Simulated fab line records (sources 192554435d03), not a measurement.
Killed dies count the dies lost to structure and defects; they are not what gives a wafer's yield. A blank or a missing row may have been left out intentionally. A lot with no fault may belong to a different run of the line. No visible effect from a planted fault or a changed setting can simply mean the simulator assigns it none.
Chamber matching || flow n5Finfet || N5_MOL_CONTACT_COAG_ALD_123 on aldSin-04: 4 sister chambers
The step deposits SiNx, target thk 5 nm, pulse time 1 s, purge time 2 s. 4 wafers are shown with their chamber, then 11 later ones without.

## WAFERS WITH THEIR CHAMBER
{"wafer": "L087.1", "chamber": 3, "heaterPowerW (W)": 795}
{"wafer": "L087.2", "chamber": 2, "heaterPowerW (W)": 933}
{"wafer": "L087.6", "chamber": 1, "heaterPowerW (W)": 876}
{"wafer": "L088.1", "chamber": 0, "heaterPowerW (W)": 751}

## WAFERS WITHOUT THEIR CHAMBER
{"wafer": "L088.5", "heaterPowerW (W)": 799}
{"wafer": "L088.6", "heaterPowerW (W)": 786}
{"wafer": "L092.1", "heaterPowerW (W)": 943}
{"wafer": "L092.2", "heaterPowerW (W)": 805}
{"wafer": "L092.3", "heaterPowerW (W)": 856}
{"wafer": "L092.4", "heaterPowerW (W)": 812}
{"wafer": "L092.5", "heaterPowerW (W)": 950}
{"wafer": "L092.6", "heaterPowerW (W)": 838}
{"wafer": "L096.1", "heaterPowerW (W)": 777}
{"wafer": "L096.5", "heaterPowerW (W)": 806}
{"wafer": "L096.6", "heaterPowerW (W)": 777}

## EACH ONE'S CHAMBER
{"wafer": "L088.5", "from the rows above": 3, "in truth": 3}
{"wafer": "L088.6", "from the rows above": "can't be placed: 3 or 0", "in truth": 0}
{"wafer": "L092.1", "from the rows above": 2, "in truth": 2}
{"wafer": "L092.2", "from the rows above": 3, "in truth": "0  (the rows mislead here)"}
{"wafer": "L092.3", "from the rows above": 1, "in truth": 1}
{"wafer": "L092.4", "from the rows above": 3, "in truth": 3}
{"wafer": "L092.5", "from the rows above": 2, "in truth": 2}
{"wafer": "L092.6", "from the rows above": "can't be placed: 1 or 3", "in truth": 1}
{"wafer": "L096.1", "from the rows above": "can't be placed: 3 or 0", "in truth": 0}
{"wafer": "L096.5", "from the rows above": 3, "in truth": 3}
{"wafer": "L096.6", "from the rows above": "can't be placed: 3 or 0", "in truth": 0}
Correctly placed: 6 of 11. Can't be placed from these rows: 4 (the true chamber is among the candidates in 4). Number placed wrongly: 1.
How it was worked out, from the rows above alone: a wafer's distance from a chamber is the root of the sum, over the readings, of the square of ((its reading less the chamber's mean) divided by the reading's scatter). If the next closest chamber is less than 2 further off than the closest, the wafer can't be placed; otherwise it belongs to the closest. The mean given for a chamber averages the wafers shown for that chamber. The scatter: root of mean squared gap, hidden wafer to nearest shown wafer, with one shown wafer a chamber.
